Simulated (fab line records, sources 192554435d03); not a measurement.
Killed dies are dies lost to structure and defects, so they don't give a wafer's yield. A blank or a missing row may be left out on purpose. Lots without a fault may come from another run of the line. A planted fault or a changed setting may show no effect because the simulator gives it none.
One fault seen from 3 desks | flow n5_finfet | each desk has only its own numbers; what lay behind them comes last

THE TOOL OWNER'S DESK: arfi_scanner-03
The tool's own readings at N5_BEOL_M8_EXPOSE_08 (exposes mask M8): means of the sampled wafers that have a number, for each lot that ran on this tool. A lot is out of limits, marked OUT, if its mean lies more than 4 standard deviations from the usual mean; the brackets give that distance.
Columns: A = exposure_dose_mJ_cm2 at N5_BEOL_M8_EXPOSE_08, usual 68.22
lot  | first seen here | A
L262 | day 10 13:08    | 68.22
L268 | day 11 23:23    | 68.28
L264 | day 12 04:37    | 68.26
L279 | day 15 09:04    | 76.55 (+99 or more) OUT
L280 | day 15 11:02    | 74.78 (+99 or more) OUT
This desk's finding: out of limits on L279, L280; first on L279, day 15 09:04 (exposure_dose_mJ_cm2 at N5_BEOL_M8_EXPOSE_08). In limits: L262, L268, L264.

THE DEFECT DESK
What the inspections along the route counted, lot by lot: means of the sampled wafers that have a number. A lot is out of limits, marked OUT, if its mean lies more than 4 standard deviations from the usual mean; the brackets give that distance.
Columns: A = raw_defect_count at N5_BEOL_M8_INSPECT_13, usual 410
lot  | first seen here | A
L262 | day 10 13:19    | 376
L268 | day 11 23:34    | 497
L264 | day 12 04:47    | 360
L279 | day 15 09:16    | 426
L280 | day 15 11:13    | 388
L283 | day 15 14:34    | 575
L282 | day 15 19:29    | 487
This desk's finding: nothing out of limits on any of the 7 lots.

THE METROLOGY DESK
What the gauges read, lot by lot, whatever tool the lot ran on: means of the sampled wafers that have a number. A lot is out of limits, marked OUT, if its mean lies more than 4 standard deviations from the usual mean; the brackets give that distance. Of its 36 readings 7 are shown: the one that was out of limits first, and those that lie furthest out on some lot.
Columns: A = cd_nm at N5_BEOL_M8_CD_MEAS_11, usual 38.5 nm; B = cd_nm at N5_BEOL_M8_CD_MEAS_18, usual 40.2 nm; C = COMB_M13_max_site at N5_BEOL_M15_RC_MEAS_101, usual 6.9e-12 S/m; D = COMB_M7 at N5_BEOL_M15_RC_MEAS_101, usual 2.5e-11 S/m; E = SERP_M7 at N5_BEOL_M15_RC_MEAS_101, usual 13.6 ohm/um; F = SERP_M8 at N5_BEOL_M15_RC_MEAS_101, usual 13.5 ohm/um; G = SERP_M8_max_site at N5_BEOL_M15_RC_MEAS_101, usual 14.1 ohm/um
lot  | first seen here | A               | B               | C       | D       | E    | F               | G
L262 | day 8 23:31     | 38.6            | 39.9            | 5.4e-12 | 2.4e-11 | 14.3 | 14.2            | 14.8
L264 | day 9 03:50     | 39.0            | 40.5            | 9.9e-12 | 2.4e-11 | 14.4 | 13.5            | 14.0
L268 | day 10 17:14    | 37.8            | 39.7            | 9.2e-12 | 2.3e-11 | 12.9 | 14.0            | 14.4
L279 | day 13 20:16    | 43.6 (+7.6) OUT | 45.1 (+6.5) OUT | 6.4e-12 | 2.9e-11 | 13.8 | 11.1            | 11.6
L283 | day 14 01:16    | 38.5            | 40.1            | 8.5e-12 | 3.4e-11 | 14.7 | 13.1            | 13.6
L280 | day 14 06:47    | 43.4 (+7.3) OUT | 45.4 (+6.9) OUT | 5.5e-12 | 3.0e-11 | 12.9 | 10.8 (-4.2) OUT | 11.1 (-4.5) OUT
L282 | day 14 13:26    | 37.3            | 38.5            | 6.6e-12 | 2.5e-11 | 13.1 | 14.1            | 14.6
This desk's finding: out of limits on L279, L280; first on L279, day 15 09:12 (cd_nm at N5_BEOL_M8_CD_MEAS_11). In limits: L262, L264, L268, L283, L282.

PUT TOGETHER
The tool owner's desk could have raised an alarm at day 15 09:04, on L279, L280.
The metrology desk could have raised an alarm at day 15 09:12, on L279, L280.
The defect desk saw nothing out of limits.
The defect desk has L279, L280 on record, within its limits.
Of the lots named, all ran N5_BEOL_M8_EXPOSE_08 on arfi_scanner-03.

WHAT THE SIMULATOR HAD PUT IN
Process parameter drift: arfi_scanner-03, from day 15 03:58 on, at N5_BEOL_M8_EXPOSE_08. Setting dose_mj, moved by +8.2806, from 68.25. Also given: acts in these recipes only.
Lots struck among those shown: L279, L280.
Hours from the fault's start to each desk's first reading out of limits: the tool owner's desk, 5; the metrology desk, 5.
